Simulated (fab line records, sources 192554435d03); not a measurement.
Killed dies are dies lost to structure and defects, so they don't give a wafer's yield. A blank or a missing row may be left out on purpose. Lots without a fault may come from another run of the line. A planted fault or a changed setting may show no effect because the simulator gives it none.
Chamber matching | flow n5_finfet | N5_BEOL_M7_CURE_74 on uv_cure-03: 3 sister chambers
The step cures SiCOH lowk, time 240 s. 18 wafers are shown with their chamber, then 9 later ones without.

WAFERS WITH THEIR CHAMBER
wafer  | chamber | wafer_temp_C_max | lamp_power_pct (%)
L074.3 | 2       | 386.0            | 52.33
L074.4 | 2       | 385.9            | 52.23
L074.5 | 2       | 386.1            | 52.32
L075.2 | 2       | 386.0            | 52.33
L075.4 | 2       | 386.4            | 52.30
L075.6 | 2       | 386.3            | 52.31
L076.2 | 2       | 385.8            | 52.32
L076.5 | 2       | 385.8            | 52.38
L076.6 | 2       | 386.0            | 52.33
L081.2 | 1       | 386.0            | 52.31
L081.4 | 1       | 386.3            | 52.23
L081.6 | 1       | 386.4            | 52.41
L084.2 | 0       | 386.2            | 52.31
L084.3 | 0       | 386.2            | 52.32
L084.6 | 0       | 385.8            | 52.34
L089.2 | 0       | 386.2            | 52.35
L089.5 | 0       | 385.6            | 52.45
L089.6 | 0       | 386.1            | 52.32

SIGNATURES (means of the wafers above)
reading          | chamber 0 | chamber 1 | chamber 2 | scatter within a chamber
wafer_temp_C_max | 386.017   | 386.233   | 386.033   | 0.224
lamp_power_pct   | 52.3483   | 52.3167   | 52.3167   | 0.053
Rule: a wafer's distance from a chamber is the root of the sum, over the readings, of the square of ((its reading less the chamber's mean) divided by the reading's scatter). The wafer belongs to the nearest chamber; if the next one is less than 2 further off, it can't be placed. The scatter: the root of (the sum of the squares of (reading less its chamber's mean) over the shown wafers, divided by (wafers less chambers)).

WAFERS WITHOUT THEIR CHAMBER
wafer  | wafer_temp_C_max | lamp_power_pct (%)
L090.2 | 386.3            | 52.30
L090.5 | 386.8            | 52.34
L090.6 | 386.5            | 52.24
L092.2 | 386.3            | 52.32
L092.3 | 385.9            | 52.35
L092.5 | 386.0            | 52.39
L094.1 | 386.0            | 52.28
L094.3 | 386.0            | 52.19
L094.5 | 386.1            | 52.34

WHICH CHAMBER EACH WENT THROUGH
wafer  | from the rows above          | in truth
L090.2 | can't be placed: 1 or 2 or 0 | 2
L090.5 | can't be placed: 1 or 2 or 0 | 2
L090.6 | can't be placed: 1 or 2 or 0 | 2
L092.2 | can't be placed: 1 or 2 or 0 | 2
L092.3 | can't be placed: 0 or 2 or 1 | 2
L092.5 | can't be placed: 0 or 2 or 1 | 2
L094.1 | can't be placed: 2 or 1 or 0 | 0
L094.3 | can't be placed: 2 or 1 or 0 | 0
L094.5 | can't be placed: 0 or 2 or 1 | 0
Placed correctly: 0 of 9. Can't be placed from these rows: 9 (the true chamber is among the candidates in 9). Placed wrongly: 0.
